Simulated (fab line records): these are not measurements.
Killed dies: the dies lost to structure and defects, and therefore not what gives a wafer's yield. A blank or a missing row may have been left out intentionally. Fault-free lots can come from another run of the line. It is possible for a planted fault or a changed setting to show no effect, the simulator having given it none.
Which tool did it?    flow nand harc    13 lots, 39 wafers sampled, at 5 steps of a route of 1302

== WHAT THE GAUGES READ, wafer by wafer ==
NHARC_A_WL_FILL_INSPECT_15. Usual: 521 for raw defect count, sd 140.
lot   measured      on                 raw defect count  flag
L858  day 21 12:57  defect inspect-01  310 306 326       
L857  day 21 16:46  defect inspect-02  493 506 468       
L861  day 22 10:10  defect inspect-02  478 505 711       
L860  day 22 10:13  defect inspect-01  541 518 565       
L862  day 23 06:38  defect inspect-02  368 475 316       
L864  day 24 04:16  defect inspect-02  783 475 534       
L865  day 24 16:59  defect inspect-02  751 644 634       
L867  day 25 04:20  defect inspect-01  813 597 538       
L875  day 28 02:14  defect inspect-01  664 617 671       
L874  day 28 05:55  defect inspect-02  562 322 605       
L877  day 29 03:13  defect inspect-01  364 314 495       
L878  day 30 06:27  defect inspect-02  483 483 464       
L880  day 31 14:37  defect inspect-01  420 608 350       

NHARC_A_CONTACT_INSPECT_44. Usual: 85 for raw defect count, sd 31.
lot   measured      on                 raw defect count  flag
L858  day 21 19:46  defect inspect-02  31 50 43          
L857  day 22 01:00  defect inspect-02  82 97 92          
L861  day 22 15:59  defect inspect-02  111 114 128       
L860  day 22 17:05  defect inspect-01  98 106 98         
L862  day 23 13:32  defect inspect-02  49 68 66          
L864  day 24 10:09  defect inspect-01  121 96 97         
L865  day 24 22:48  defect inspect-01  103 130 117       
L867  day 25 12:56  defect inspect-02  129 104 114       
L875  day 28 09:07  defect inspect-02  107 124 126       
L874  day 28 11:33  defect inspect-01  63 49 48          
L877  day 29 12:18  defect inspect-02  84 72 81          
L878  day 30 12:24  defect inspect-01  24 18 17          
L880  day 31 20:24  defect inspect-02  112 120 96        

NHARC_END_SORT_01. Usual: killed at array 56, standard deviation 17; killed at other 0.9, standard deviation 1.2; killed at periphery 3.9, standard deviation 2.5; killed dies 61, standard deviation 17; killed open 3.2, standard deviation 1.8; killed short 2.7, standard deviation 1.7.
lot   measured      on         killed at array  killed at other  killed at periphery  killed dies  killed open  killed short  flag
L861  day 25 18:31  prober-02  71 65 65         0 0 1            4 9 8                75 74 74     5 3 8        7 6 3         
L875  day 31 11:24  prober-02  62 81 75         1 1 2            7 7 4                70 89 81     4 2 2        1 0 7         

== TOOL THAT RAN EACH LOT (tool first, then ch and the chambers of the sampled wafers, then the start) ==
lot   NHARC_A_CONTACT_DEP_29           NHARC_A_CONTACT_ETCH_48
L858  pecvd-02 ch 0,1, day 21 19:02    rie diel-10 ch 0,1,3, day 21 19:55
L857  pecvd-04 ch 0,1,2, day 22 00:11  rie diel-03 ch 0,1,3, day 22 01:09
L861  pecvd-01 ch 0,1, day 22 15:09    rie diel-11 ch 0,2, day 22 16:08
L860  pecvd-01 ch 0,1, day 22 16:22    rie diel-03 ch 0,1, day 22 17:14
L862  pecvd-02 ch 0,1, day 23 12:41    rie diel-03 ch 1,2,3, day 23 13:47
L864  pecvd-04 ch 1,2, day 24 09:18    rie diel-03 ch 0,3, day 24 10:17
L865  pecvd-02 ch 0,1,2, day 24 21:56  rie diel-03 ch 1,3, day 24 22:57
L867  pecvd-04 ch 1,2, day 25 12:09    rie diel-03 ch 1,2, day 25 13:05
L875  pecvd-01 ch 1,2, day 28 08:26    rie diel-03 ch 0,1,2, day 28 09:16
L874  pecvd-02 ch 1,2, day 28 10:50    rie diel-11 ch 1,3, day 28 11:43
L877  pecvd-02 ch 0,1, day 29 11:29    rie diel-03 ch 0,1,2, day 29 12:27
L878  pecvd-04 ch 1,2, day 30 11:33    rie diel-10 ch 0,2,3, day 30 12:34
L880  pecvd-01 ch 0,1,2, day 31 19:33  rie diel-11 ch 2,3, day 31 20:32
- NHARC_A_CONTACT_DEP_29: deposits SiON, target thk 100 nm.
- NHARC_A_CONTACT_ETCH_48: etches the open film in CF4, target depth 39 nm, time 65 s.

== AS READ BY THE TOOLS THEMSELVES (means over the sampled wafers that have a number; for cases with no such wafer, the mark the record gives instead) ==
NHARC_A_CONTACT_DEP_29. Usual: 778 W for heater power w, sd 98.
lot   tool      heater power w (W)  flag
L858  pecvd-02  686                 
L857  pecvd-04  734                 
L861  pecvd-01  887                 
L860  pecvd-01  875                 
L862  pecvd-02  813                 
L864  pecvd-04  629                 
L865  pecvd-02  753                 
L867  pecvd-04  647                 
L875  pecvd-01  771                 
L874  pecvd-02  865                 
L877  pecvd-02  714                 
L878  pecvd-04  699                 
L880  pecvd-01  781                 

NHARC_A_CONTACT_ETCH_48. Usual: drypump motor current A 5.7 A, standard deviation 0.4; oes product au 1.003 a.u., standard deviation 0.013; rf vpp V 151.8 V, standard deviation 1.2; run length s 86.3 s, standard deviation 0.49; showerhead plenum p Torr 1.80 Torr, standard deviation 0.071; throttle valve pct 13.285 %, standard deviation 0.0094.
lot   tool         drypump motor current A (A)  oes product au (a.u.)  rf vpp V (V)  run length s (s)  showerhead plenum p Torr (Torr)  throttle valve pct (%)  flag
L858  rie diel-10  5.6                          0.993                  151.3         86.3              1.81                             13.292                  
L857  rie diel-03  5.4                          1.014                  152.9         86.5              1.82                             13.283                  
L861  rie diel-11  5.9                          0.983                  152.7         85.9              1.86                             13.288                  
L860  rie diel-03  5.6                          1.013                  152.6         86.4              1.84                             13.279                  
L862  rie diel-03  5.7                          1.011                  150.2         86.4              1.78                             13.293                  
L864  rie diel-03  5.3                          0.991                  152.6         86.4              1.88                             13.279                  
L865  rie diel-03  5.5                          1.011                  151.4         86.4              1.74                             13.289                  
L867  rie diel-03  6.1                          1.014                  151.5         86.6              1.76                             13.296                  
L875  rie diel-03  5.9                          1.010                  151.6         89.9              1.79                             13.283                  OFF
L874  rie diel-11  5.6                          0.999                  152.1         86.2              1.83                             13.284                  
L877  rie diel-03  5.9                          1.011                  151.6         93.6              1.79                             13.275                  OFF
L878  rie diel-10  5.8                          1.011                  152.6         85.9              1.78                             13.284                  
L880  rie diel-11  6.1                          1.008                  151.7         86.2              1.81                             13.285                  

== THE ANSWER, worked out from the rows above alone ==
Rule: take the mean of a lot's wafers that have a number; if it is more than 3 standard deviations from the usual mean, the lot is off. Also off: a lot with no number at a reading for which 4 or more lots have one. Where the step has rows for the other lots, those lots are counted as sound. First the gauges in route order, then the tools' own readings, where a lot's mean is used as printed above. The first step at which some lot is off is used, and at that step the reading that is off furthest; a lot without a number counts as furthest.
Off: L875, L877 (NHARC_A_CONTACT_ETCH_48, run length s).
A tool fits if, at that step or a process step before it, it ran every lot that is off, and no sound lot after the first of them. One fits: NHARC_A_CONTACT_ETCH_48 on rie diel-03. Its last sound lot is L867 (day 25 13:05), its first lot that is off L875 (day 28 09:16): a fault that began between those two fits.
The tool's own readings at NHARC_A_CONTACT_ETCH_48 bear it out: on the lots that are off they differ by more than 5 times the standard deviation of the sound lots' means. run length s reads 91.8 s there against 86.3 s on the sound lots.

== WHAT HAD BEEN PUT IN BY THE SIMULATOR ==
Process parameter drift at NHARC_A_CONTACT_ETCH_48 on rie diel-03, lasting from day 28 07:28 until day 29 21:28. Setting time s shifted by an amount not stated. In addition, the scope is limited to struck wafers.
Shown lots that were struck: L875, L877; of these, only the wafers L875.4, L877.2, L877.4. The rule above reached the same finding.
